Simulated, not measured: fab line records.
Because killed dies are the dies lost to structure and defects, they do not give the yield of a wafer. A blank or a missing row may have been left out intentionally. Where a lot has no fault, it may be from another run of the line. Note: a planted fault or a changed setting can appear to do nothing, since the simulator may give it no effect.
Split-lot trial    flow n5-finfet    21 wafers read across 7 lots, on a route 1938 steps long

== ABOUT THE SPLIT ==
At N5_BEOL_M2_ETCH_69 (etches SiARC in CF4, target depth 15.6 nm, time 26 s), the setting bias-w was moved away from the recipe's 36 W on 6 of the 21 wafers read, by -6.8% to +13.4%. All remaining wafers had this setting at the recipe value.

The reading comes from the split's own step.

== THE READING ==
rf-vpp-V, in V, at N5_BEOL_M2_ETCH_69 (etches SiARC in CF4, target depth 15.6 nm, time 26 s). Typical for fault-free wafers on this fab line: 183.9 V, with standard deviation 1.3 V.

wafer   tool, chamber at the split  bias-w as run, W  against the recipe  rf-vpp-V, V  against lot-mates on the recipe
L075.1  rie-diel-04, 2              36                recipe              183.7        -
L075.3  rie-diel-04, 3              38.35             +6.5%               190.9        +7.7
L075.4  rie-diel-04, 1              36                recipe              182.8        -
L079.1  rie-diel-04, 2              36                recipe              183.7        -
L079.3  rie-diel-04, 0              40.81             +13.4%              200.9        +17.2
L079.5  rie-diel-04, 0              40.81             +13.4%              201.0        +17.3
L081.2  rie-diel-06, 1              36                recipe              184.8        -
L081.4  rie-diel-06, 3              33.56             -6.8%               178.2        -6.9
L081.6  rie-diel-06, 2              36                recipe              185.3        -
L083.1  rie-diel-04, 0              36                recipe              185.4        -
L083.4  rie-diel-04, 1              33.83             -6.0%               175.0        -9.0
L083.5  rie-diel-04, 1              36                recipe              182.6        -
L085.1  rie-diel-04, 0              36                recipe              184.0        -
L085.2  rie-diel-04, 2              36                recipe              182.4        -
L085.6  rie-diel-04, 2              36                recipe              181.9        -
L087.1  rie-diel-04, 2              36                recipe              183.6        -
L087.2  rie-diel-04, 3              36                recipe              183.2        -
L087.3  rie-diel-04, 1              36                recipe              182.8        -
L097.1  rie-diel-04, 1              36                recipe              183.3        -
L097.3  rie-diel-04, 0              36                recipe              184.0        -
L097.5  rie-diel-04, 3              40.77             +13.3%              200.6        +16.9

FIT RESULTS
A straight line over all 21 wafers: rf-vpp-V changes by +1.25 V for each +1% of bias-w; r = +0.99; the points scatter about the line by 1.2 V.
The same after taking each lot's own level away (the mean of its wafers on the recipe; 21 wafers): +1.27 V for each +1%; r = +0.99; scatter 0.82 V.
On that fit, the largest move of bias-w shifts the reading by 17 V.
Measured against the standard deviation above, the lots' own levels, which go from 182.77 to 185.05 V, span 1.8 times it.
The two slopes agree, so the slope changes little with the lot-to-lot level.
Check: for one of the wafers moved furthest among these (+13.4%), held out of the fit, the line's prediction against its lot-mates is +16.9 V. Against them it came out at +17.2 V.
Tool readings at the split's step, against how far the setting was moved: rf-vpp-V r = +0.99.

== THESE WAFERS: OTHER SPLITS ==
Other splits were also applied to these wafers ahead of the reading. Each is held against what the fit with the lots' levels taken away leaves over:
other split on the same wafers  wafers away from the commonest value  r with rf-vpp-V (lot level and that fit taken away)
N5_BEOL_M1_ALD_98 ald-cycles    8                                     +0.21

== THE FILE'S OWN FIT ==
rf-vpp-V changes by +1.26 V for each +1% of bias-w, r = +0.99.
